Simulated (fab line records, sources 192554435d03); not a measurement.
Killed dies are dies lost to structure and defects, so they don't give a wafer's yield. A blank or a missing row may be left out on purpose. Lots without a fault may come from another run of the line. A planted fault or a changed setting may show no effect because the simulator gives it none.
fab line records | flow n5_finfet
record lots=12 wafers=34 last_day=17
route steps=1938 shown BEOL_M5@1161
lots that met no fault: from a run of the same line without faults
start_h: hours from the record's first day to the start of the lot's first wafer shown | wait_h: hours since the lot's step before | " the same as in the row above | L1.1+2: a row that stands for several wafers | - no value, or no start given | * or withheld: withheld | < > ~ a bound
route shown NAME@n: a module of which the file shows steps, and the number in the route of the first | usual: mean/standard deviation of fault-free wafers | same: alike in all rows | chamber/n: place in a boat | sites: the reading at each site | _std_site: their standard deviation | _edge_site: outer sites' mean less inner sites' | radius_mm: how far each site lies from the wafer's centre | mask NAME#n: copy n | behind: the tool/chamber that last shaped the wafer | hold: why the lot was held/for how many hours/how that ended | device: the transistor (n, p or np) that didn't switch | end of line: the same wafers' tests at the end of the route | a step without rows: its recipe alone | killed: dies lost to structure and defects at the first sort, not the wafer's yield | map: a wafer's dies, x killed, . not, _ none there
set.NAME: the setting as run; set.NAME@STEP: as run at that earlier step | model.NAME: the simulator's own value behind a step, which no gauge read
steps of the route over a sample of lots; a table a step, a row a wafer
services: from which hour (start_h, from the record's first day; less than 0 if before it) a tool's chamber was out of use, for how many hours, and why
## steps
# step N5_BEOL_M5_ETCH_41
# recipe chemistry=CH3F/O2 target=SiCN target_depth_a=315 taper_deg=2 time_s=56.7 ion_energy_ev=120 mask_material=TiN pressure_mtorr=30 source_w=395 bias_w=75 Ar_flow_sccm=150 CH3F_flow_sccm=30 O2_flow_sccm=20
# usual O2_flow_sccm=20.00/0.059 drypump_motor_current_A=5.8/0.41 oes_product_au=0.78/0.084 rf_vpp_V=296.9/1.4 showerhead_plenum_p_Torr=1.98/0.046 throttle_valve_pct=16.38/0.27
# columns lot.wafer tool chamber start_h wait_h O2_flow_sccm drypump_motor_current_A oes_product_au rf_hours_counter_h rf_vpp_V showerhead_plenum_p_Torr throttle_valve_pct
L645.1 rie_diel-02 2 - - 19.94 6.0 0.71 169 297.7 2.06 16.52
L645.4 " 1 " " 19.88 5.8 0.68 246 297.3 1.96 16.85
L645.6 " 1 " " 19.92 5.8 0.68 - 295.4 1.96 16.85
L644.1 rie_diel-02 3 - - 19.95 6.3 0.84 78 298.4 2.02 16.32
L644.3 " 2 " " 19.90 6.0 0.71 169 300.2 2.06 16.53
L644.4 " 1 " " 20.00 5.8 0.69 247 296.2 1.96 16.85
L648.3 rie_diel-01 1 - - 20.05 5.4 0.74 178 294.9 1.92 16.25
L648.5 " 3 " " 20.04 6.2 0.76 - 295.3 1.93 16.32
L648.6 " 2 " " 19.91 5.8 0.77 - 296.9 2.00 16.40
L650.3 rie_diel-06 3 - - 19.89 5.3 0.72 217 299.2 2.07 16.65
L650.4 " 0 " " 19.97 5.6 0.93 9 297.5 1.98 16.40
L650.5 " 3 " " 19.99 5.2 0.72 - 297.7 2.07 16.64
L646.2 rie_diel-01 0 - - 19.95 6.3 0.93 22 297.0 1.95 15.90
L646.5 " 2 " " 19.98 5.9 0.76 - 297.3 2.00 16.42
L646.6 " 0 " " 19.99 6.3 0.92 - 297.3 1.95 15.90
L649.5 rie_diel-02 3 - - 19.97 6.3 0.82 - 297.5 2.02 16.36
L654.1 rie_diel-02 1 - - 20.07 5.8 0.96 9 294.4 1.96 16.44
L654.3 " 3 " " 19.98 6.3 0.82 99 296.2 2.01 16.37
L654.4 " 2 " " 20.04 6.0 0.71 191 298.7 2.05 16.57
L657.1 rie_diel-06 2 - - 19.99 6.2 0.71 215 297.9 1.99 16.80
L657.3 " 1 " " 20.04 5.5 0.71 188 298.0 1.97 15.93
L657.4 " 3 " " 20.01 5.2 0.70 229 297.4 2.07 16.67
L658.1 rie_diel-01 2 - - 19.96 5.9 0.75 192 298.4 1.99 16.44
L658.3 " 1 " " 19.95 5.4 0.72 203 294.7 1.91 16.31
L658.6 " 1 " " 19.91 5.4 0.72 - 293.7 1.91 16.29
L664.2 rie_diel-06 3 - - 19.90 5.2 0.71 238 298.9 2.07 16.69
L664.3 " 1 " " 20.02 5.5 0.72 195 297.2 1.97 15.94
L664.4 " 0 " " 20.01 5.6 0.89 28 295.6 1.97 16.42
L662.3 rie_diel-01 1 - - 19.95 5.5 0.71 213 294.2 1.91 16.32
L662.4 " 3 " " 19.99 6.2 0.73 186 295.8 1.92 16.37
L662.5 " 0 " " 20.05 6.3 0.89 - 295.3 1.95 15.96
L666.2 rie_diel-06 2 - - 19.93 6.2 0.70 226 296.8 1.99 16.82
L666.3 " 1 " " 20.06 5.5 0.72 198 297.9 1.97 15.95
L666.4 " 0 " " 20.04 5.6 0.87 31 295.9 1.97 16.42
# step N5_BEOL_M5_OCD_MEAS_38
# usual trench_depth_nm=71.6/1.3
# columns lot.wafer tool chamber start_h wait_h trench_depth_nm
L645.1 ocd-01 - 196.07 - 69.0
L645.4 " - " " 69.5
L645.6 " - " " 69.7
L644.1 ocd-02 - 199.53 - 73.0
L644.3 " - " " 68.3
L644.4 " - " " 70.1
L648.3 ocd-01 - 208.03 - 70.5
L648.5 " - " " 71.8
L648.6 " - " " 71.2
L650.3 ocd-02 - 227.51 - 71.2
L650.4 " - " " 72.4
L650.5 " - " " 71.8
L646.2 ocd-02 - 236.35 - 73.3
L646.5 " - " " 71.7
L646.6 " - " " 72.1
L649.5 ocd-02 - 239.13 - 73.3
L654.1 ocd-01 - 257.98 - 72.2
L654.3 " - " " 73.4
L654.4 " - " " 69.1
L657.1 ocd-01 - 266.08 - 72.3
L657.3 " - " " 71.0
L657.4 " - " " 70.5
L658.1 ocd-01 - 283.36 - 71.0
L658.3 " - " " 70.3
L658.6 " - " " 71.5
L664.2 ocd-02 - 309.68 - 71.5
L664.3 " - " " 70.5
L664.4 " - " " 73.0
L662.3 ocd-02 - 310.08 - 70.6
L662.4 " - " " 71.4
L662.5 " - " " 73.3
L666.2 ocd-01 - 316.99 - 72.5
L666.3 " - " " 70.9
L666.4 " - " " 72.5
# step N5_BEOL_M5_SURFACE_TREAT_87
# recipe gas=Ar time_s=* ion_energy_ev=* ion_current_ma_cm2=0.5 pressure_mtorr=* ar_flow_sccm=30
# usual throttle_valve_pct=*
# columns lot.wafer tool chamber start_h wait_h throttle_valve_pct
L645.1 pvd_sputter-02 - 197.08 0.1 *
L645.4 " - " " *
L645.6 " - " " *
L644.1 pvd_sputter-01 - 202.03 1.2 *
L644.3 " - " " *
L644.4 " - " " *
L648.3 pvd_sputter-01 - 209.59 0.2 *
L648.5 " - " " *
L648.6 " - " " *
L650.3 pvd_sputter-03 - 228.88 0.1 *
L650.4 " - " " *
L650.5 " - " " *
L646.2 pvd_sputter-01 - 237.24 0.1 *
L646.5 " - " " *
L646.6 " - " " *
L649.5 pvd_sputter-02 - 240.29 0.1 *
L654.1 pvd_sputter-02 - 259.13 0.1 *
L654.3 " - " " *
L654.4 " - " " *
L657.1 pvd_sputter-03 - 267.33 0.4 *
L657.3 " - " " *
L657.4 " - " " *
L658.1 pvd_sputter-03 - 285.50 0.8 *
L658.3 " - " " *
L658.6 " - " " *
L664.2 pvd_sputter-03 - 311.10 0.3 *
L664.3 " - " " *
L664.4 " - " " *
L662.3 pvd_sputter-03 - 311.24 0.3 *
L662.4 " - " " *
L662.5 " - " " *
L666.2 pvd_sputter-03 - 318.34 0.1 *
L666.3 " - " " *
L666.4 " - " " *
# step N5_BEOL_M5_SPUTTER_81
# recipe material=Cu target_thk_a=150 temp_c=-20 chamber_pressure_pa=0.07 power_w=withheld time_s=27.62
# usual chamber_pressure_pa=0.07/0.00014 throttle_valve_pct=29.9/0.97
# columns lot.wafer tool chamber start_h wait_h chamber_pressure_pa throttle_valve_pct
L645.1 pvd_sputter-01 - 198.61 0.5 0.07016 29.8
L645.4 " - " " 0.06984 30.1
L645.6 " - " " 0.06985 30.2
L644.1 pvd_sputter-02 - 203.38 0.5 0.07007 28.8
L644.3 " - " " 0.06996 30.1
L644.4 " - " " 0.07006 29.7
L648.3 pvd_sputter-01 - 210.97 0.5 0.06987 27.4
L648.5 " - " " 0.06994 30.5
L648.6 " - " " 0.06996 30.0
L650.3 pvd_sputter-01 - 230.36 0.5 0.06983 29.7
L650.4 " - " " 0.07015 27.3
L650.5 " - " " 0.06992 29.9
L646.2 pvd_sputter-03 - 240.09 0.5 0.06984 29.6
L646.5 " - " " 0.0701 31.4
L646.6 " - " " 0.06998 29.7
L649.5 pvd_sputter-01 - 241.75 0.0 0.06649 31.3
L654.1 pvd_sputter-03 - 260.49 0.5 0.07007 31.6
L654.3 " - " " 0.06992 29.4
L654.4 " - " " 0.07006 29.9
L657.1 pvd_sputter-03 - 268.80 0.5 0.07028 30.5
L657.3 " - " " 0.07012 29.5
L657.4 " - " " 0.07014 30.0
L658.1 pvd_sputter-03 - 286.92 0.5 0.06995 29.6
L658.3 " - " " 0.06975 30.6
L658.6 " - " " 0.06995 29.6
L664.2 pvd_sputter-03 - 312.87 0.5 0.07023 31.6
L664.3 " - " " 0.06991 29.6
L664.4 " - " " 0.0701 29.6
L662.3 pvd_sputter-02 - 314.05 0.5 0.07008 28.9
L662.4 " - " " 0.07027 30.1
L662.5 " - " " 0.07006 29.7
L666.2 pvd_sputter-02 - 319.66 0.5 0.07016 29.8
L666.3 " - " " 0.06987 28.8
L666.4 " - " " 0.07028 30.2
## services
# columns tool chamber start_h hours kind
rie_diel-06 - 176.96 1.2 repair
rie_diel-06 2 204.70 3.3 repair
rie_diel-02 1 208.27 - clean
rie_diel-02 1 208.27 - consumable_replace:focus_ring
rie_diel-02 1 208.27 17.2 scheduled_down
rie_diel-02 1 208.27 17.2 vent_cycle
rie_diel-02 0 242.88 8.6 repair
rie_diel-06 - 246.07 0.3 repair
pvd_sputter-02 - 281.96 0.5 repair
rie_diel-06 - 291.33 15.6 pm
rie_diel-02 3 315.13 4.7 repair
## key
first_sign step=N5_BEOL_M5_SPUTTER_81 reading=chamber_pressure_pa direction=down sigmas=26 usual=0.07 struck=0.06649
effect none on later readings
met_at N5_BEOL_M5_SPUTTER_81
struck_lots L649
struck_wafers L649.5
rows_end L649.5
not_acting_at N5_BEOL_M5_ETCH_41,N5_BEOL_M5_OCD_MEAS_38,N5_BEOL_M5_SURFACE_TREAT_87
onset_between 210.97 241.75
fault kind=process_parameter_drift tool=pvd_sputter-01 chamber=- onset_h=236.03 steps=N5_BEOL_M5_SPUTTER_81 channel=chamber_pressure_pa offset=-0.0033131 shape=step acts_in=these_recipes_only stated=0.07 scope=struck_wafers_only
# rows_end: these wafers met a further fault down the route, and their rows from its step on are left out
